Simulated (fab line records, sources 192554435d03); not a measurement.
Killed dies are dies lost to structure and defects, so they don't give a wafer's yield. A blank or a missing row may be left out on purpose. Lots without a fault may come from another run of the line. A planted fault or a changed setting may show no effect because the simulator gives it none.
Split-lot experiment | flow n5_finfet | 7 lots, 21 wafers read, on a route of 1938 steps

THE SPLIT
At N5_HKMG_FIN_PEB_10 (peb time 60 s), the setting peb_time_s was moved away from the recipe's 60 s on 8 of the 21 wafers read, by -21.7% to +22.1%. The other wafers ran this setting at the recipe's value.

FROM THE SPLIT TO THE READING: what the file shows between them, 1 step
- N5_HKMG_FIN_DEVELOP_11: develop time 30 s

THE READING
cd_nm, in nm, at N5_HKMG_FIN_CD_MEAS_12 (target cd 92.8 nm). Fault-free wafers of this fab line usually give 92.7 nm, standard deviation 0.7 nm.

wafer  | tool, chamber at the split | peb_time_s as run, s | against the recipe | cd_nm, nm | against lot-mates on the recipe
L078.1 | litho_track-04, 0          | 60                   | recipe             | 92.4      | -
L078.3 | litho_track-04, 0          | 60                   | recipe             | 92.5      | -
L078.4 | litho_track-04, 0          | 60                   | recipe             | 93.0      | -
L079.2 | litho_track-02, 0          | 55.44                | -7.6%              | 90.1      | -4.6
L079.5 | litho_track-02, 0          | 60                   | recipe             | 96.3      | -
L079.6 | litho_track-02, 0          | 60                   | recipe             | 93.0      | -
L081.3 | litho_track-02, 0          | 60                   | recipe             | 93.8      | -
L081.5 | litho_track-02, 0          | 73.25                | +22.1%             | 98.0      | +6.2
L081.6 | litho_track-02, 0          | 60                   | recipe             | 89.9      | -
L083.3 | litho_track-03, 0          | 60                   | recipe             | 89.4      | -
L083.4 | litho_track-03, 0          | 70.72                | +17.9%             | 94.0      | +4.6
L083.5 | litho_track-03, 0          | 70.72                | +17.9%             | 96.7      | +7.3
L085.3 | litho_track-03, 0          | 68.11                | +13.5%             | 96.8      | no lot-mate on the recipe
L085.4 | litho_track-03, 0          | 68.11                | +13.5%             | 96.0      | no lot-mate on the recipe
L085.5 | litho_track-03, 0          | 68.11                | +13.5%             | 96.8      | no lot-mate on the recipe
L090.1 | litho_track-03, 0          | 60                   | recipe             | 93.4      | -
L090.3 | litho_track-03, 0          | 60                   | recipe             | 92.3      | -
L090.4 | litho_track-03, 0          | 60                   | recipe             | 92.8      | -
L095.4 | litho_track-03, 0          | 46.96                | -21.7%             | 83.5      | -8.8
L095.5 | litho_track-03, 0          | 60                   | recipe             | 92.5      | -
L095.6 | litho_track-03, 0          | 60                   | recipe             | 92.1      | -

THE FIT
A straight line over all 21 wafers: cd_nm changes by +0.283 nm for each +1% of peb_time_s; r = +0.86; the points scatter about the line by 1.7 nm.
The same after taking each lot's own level away (the mean of its wafers on the recipe; 18 wafers): +0.352 nm for each +1%; r = +0.95; scatter 1.2 nm.
On that fit, the largest move of peb_time_s shifts the reading by 7.8 nm.
The lots' own levels span 89.40 to 94.65 nm, that is 7.5 times the standard deviation above.
So the lot-to-lot level changes the slope: the two fits differ.
Check: with one of the wafers moved furthest among these (+22.1%) left out of the fit, the line predicts +8.09 nm for it against its lot-mates. It came out at +6.15 nm against them.

OTHER SPLITS ON THESE WAFERS
These wafers also went through other splits before the reading. Each is held against what the fit with the lots' levels taken away leaves over:
other split on the same wafers     | wafers away from the commonest value | r with cd_nm (lot level and that fit taken away)
N5_FIN_CUT_COAT_18 spin_rpm        | 5                                    | -0.23
N5_FIN_CUT_EXPOSE_05 dose_mj       | 6                                    | -0.37
N5_DUMMY_GATE_COAT_28 spin_rpm     | 6                                    | +0.17
N5_DUMMY_GATE_COAT_09 spin_rpm     | 8                                    | +0.00
N5_SD_EPI_N_ETCH_16 target_depth_a | 3                                    | +0.02
N5_ILD0_CMP_03 down_force_psi      | 10                                   | +0.11
N5_HKMG_FIN_ALD_79 ald_cycles      | 10                                   | +0.03

THE FILE'S OWN FIT
cd_nm changes by +0.351 nm for each +1% of peb_time_s, r = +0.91.
